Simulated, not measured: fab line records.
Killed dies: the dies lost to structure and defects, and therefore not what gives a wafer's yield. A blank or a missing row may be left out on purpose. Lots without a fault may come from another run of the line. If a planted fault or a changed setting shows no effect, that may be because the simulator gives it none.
Matching of chambers | flow n5_finfet | N5_BEOL_M1_PECVD_72 on pecvd-04: 3 sister chambers
The step deposits SiO2 from TEOS/O2, target thk 16 nm, time 18 s. 20 wafers are shown with their chamber, then 10 later ones without.

WAFERS WITH THEIR CHAMBER
wafer  | chamber | throttle_valve_pct (%) | showerhead_plenum_p_Torr (Torr) | heater_power_w (W)
L077.1 | 1       | 22.9                   | 8.75                            | 651
L077.4 | 2       | 21.2                   | 8.86                            | 614
L077.5 | 1       | 23.0                   | 8.76                            | 663
L080.1 | 1       | 22.8                   | 8.76                            | 585
L080.2 | 0       | 23.0                   | 8.86                            | 564
L080.3 | 2       | 21.3                   | 8.86                            | 712
L080.4 | 0       | 23.1                   | 8.88                            | 571
L080.5 | 1       | 22.9                   | 8.75                            | 582
L080.6 | 2       | 21.2                   | 8.88                            | 720
L083.1 | 2       | 21.5                   | 8.84                            | 613
L083.2 | 1       | 22.9                   | 8.76                            | 654
L083.3 | 0       | 22.9                   | 8.91                            | 592
L083.4 | 1       | 22.8                   | 8.75                            | 673
L083.5 | 2       | 21.6                   | 8.85                            | 613
L083.6 | 0       | 23.0                   | 8.91                            | 584
L086.1 | 0       | 23.3                   | 8.88                            | 477
L086.2 | 1       | 22.7                   | 8.76                            | 632
L086.4 | 1       | 23.0                   | 8.75                            | 632
L092.4 | 2       | 21.4                   | 8.85                            | 688
L092.5 | 0       | 23.1                   | 8.89                            | 537

SIGNATURES, as means of the wafers listed above
reading                  | chamber 0 | chamber 1 | chamber 2 | scatter within a chamber
throttle_valve_pct       | 23.067    | 22.875    | 21.367    | 0.133
showerhead_plenum_p_Torr | 8.8883    | 8.7550    | 8.8567    | 0.0133
heater_power_w           | 554.17    | 634.00    | 660.00    | 42.5
Rule: for a wafer and a chamber, the distance is found by dividing, reading by reading, the gap between the wafer's reading and the chamber's mean by the reading's scatter, squaring, summing and taking the root. If the next closest chamber is less than 2 further off than the closest, the wafer can't be placed; otherwise it belongs to the closest. The scatter: the root of (the sum of the squares of (reading less its chamber's mean) over the shown wafers, divided by (wafers less chambers)).

WAFERS WITH NO CHAMBER GIVEN
wafer  | throttle_valve_pct (%) | showerhead_plenum_p_Torr (Torr) | heater_power_w (W)
L092.6 | 23.0                   | 8.78                            | 591
L094.1 | 21.7                   | 8.84                            | 662
L094.2 | 22.9                   | 8.75                            | 674
L094.3 | 23.3                   | 8.90                            | 568
L094.4 | 23.5                   | 8.90                            | 563
L094.5 | 23.0                   | 8.78                            | 668
L094.6 | 21.5                   | 8.85                            | 656
L097.1 | 23.6                   | 8.90                            | 564
L097.3 | 21.8                   | 8.87                            | 707
L097.5 | 21.7                   | 8.86                            | 721

THE CHAMBER EACH PASSED THROUGH
wafer  | from the rows above | in truth
L092.6 | 1                   | 1
L094.1 | 2                   | 2
L094.2 | 1                   | 1
L094.3 | 0                   | 0
L094.4 | 0                   | 0
L094.5 | 1                   | 1
L094.6 | 2                   | 2
L097.1 | 0                   | 0
L097.3 | 2                   | 2
L097.5 | 2                   | 2
10 of 10 placed correctly. Not placeable from these rows: 0. Wrongly placed: 0.
